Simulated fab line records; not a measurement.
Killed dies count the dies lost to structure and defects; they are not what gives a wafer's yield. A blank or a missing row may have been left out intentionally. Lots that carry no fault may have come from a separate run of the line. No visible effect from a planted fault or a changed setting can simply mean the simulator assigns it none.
Problem report, 8D (eight disciplines) form, completed by code    flow nandHarc    the parts of the form that need people (team, actions taken, sign-off) are left out

## 1. THE ISSUE
Mean of thkNm at NHARC_A_ONON_D1_THK_MEAS_08: 1751 nm across 2 wafers in 2 lots; on wafers with no fault it is 1000 nm (standard deviation 9.4). That puts it +80 standard deviations away from the usual mean.
The step: measures by ellipsometry.
First observed at day 11 12:59: wafer L904.6, on filmMetro-01. The record holds 39 wafers of 13 lots with a number at this step. By rule, "out" or "out of limits" means more than 4 standard deviations away from the usual mean. The rest of the wafers with a number are treated as sound.

## 2. WHAT IT IS, AND WHAT IT ISN'T
question                     is                 is not
which readings at this step  thkNm              -
which lots                   L904, L906         L895, L896, L908, L909, L911, L912, L913, L914, L915, L916, L917
which wafers of those lots   L904.6, L906.6     L904.2, L904.3, L906.1, L906.3
read on which gauges         filmMetro-01       filmMetro-02
when                         from day 11 12:59  up to then (8 sound wafers); but 29 sound wafers of L906, L908, L909, L911, L912, L913, L914, L915, L916, L917 came after

## 3. WHAT RULES OUT EACH SUSPECT
Counting: any tool at a process step up to the reading remains a suspect provided it ran every lot that is out. Sound lots after the first of them don't rule it out here, since some wafers of a struck lot are sound.
- the gauge at NHARC_A_ONON_D1_THK_MEAS_08 has been ruled out. All the wafers that are out were read on filmMetro-01, but those of them that NHARC_END_SORT_01 has rows for are out there too, on other tools.
- pecvdOnon-04 at NHARC_A_ONON_D1_DEP_06 (target thk 1000 nm): kept. Every lot that is out went through it, the first being L904 (day 11 12:32); the last sound lot it ran before that was L896 (day 8 02:20).
Left after counting: pecvdOnon-04 at NHARC_A_ONON_D1_DEP_06.

## 4. THE CAUSE (what the simulator had put in)
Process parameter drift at NHARC_A_ONON_D1_DEP_06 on pecvdOnon-04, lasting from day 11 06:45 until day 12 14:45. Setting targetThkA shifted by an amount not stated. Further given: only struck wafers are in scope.
Only this tool survived the counting.

## 5. THE EFFECT CHAIN, in route order
One row per reading whose mean, taken over the struck wafers that have a number, lies over 3 standard deviations from the usual. Only readings whose record carries a usual standard deviation are examined. hours: median over the lots of the time between each lot's start at the first step of this table that gives one and its start at this step. sigmas: the change, counted in usual standard deviations.
hours  step                         reading        usual    on struck wafers  change  sigmas
0      NHARC_A_ONON_D1_THK_MEAS_08  thkNm          1000 nm  1751              +751    +80
405    NHARC_END_SORT_01            killedAtArray  53       672               +620    +34
405    NHARC_END_SORT_01            killedDies     58       677               +619    +34

## 6. WHAT WOULD HAVE CAUGHT IT SOONER
In this record the first reading out of limits at a measuring or inspecting step was taken at day 11 12:59, 6 hours after the fault began at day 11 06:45.
Among the 2 lots that are out, L906 began NHARC_A_ONON_D1_DEP_06 on pecvdOnon-04 after day 11 12:59. A tool hold placed at that time would have kept it from harm.
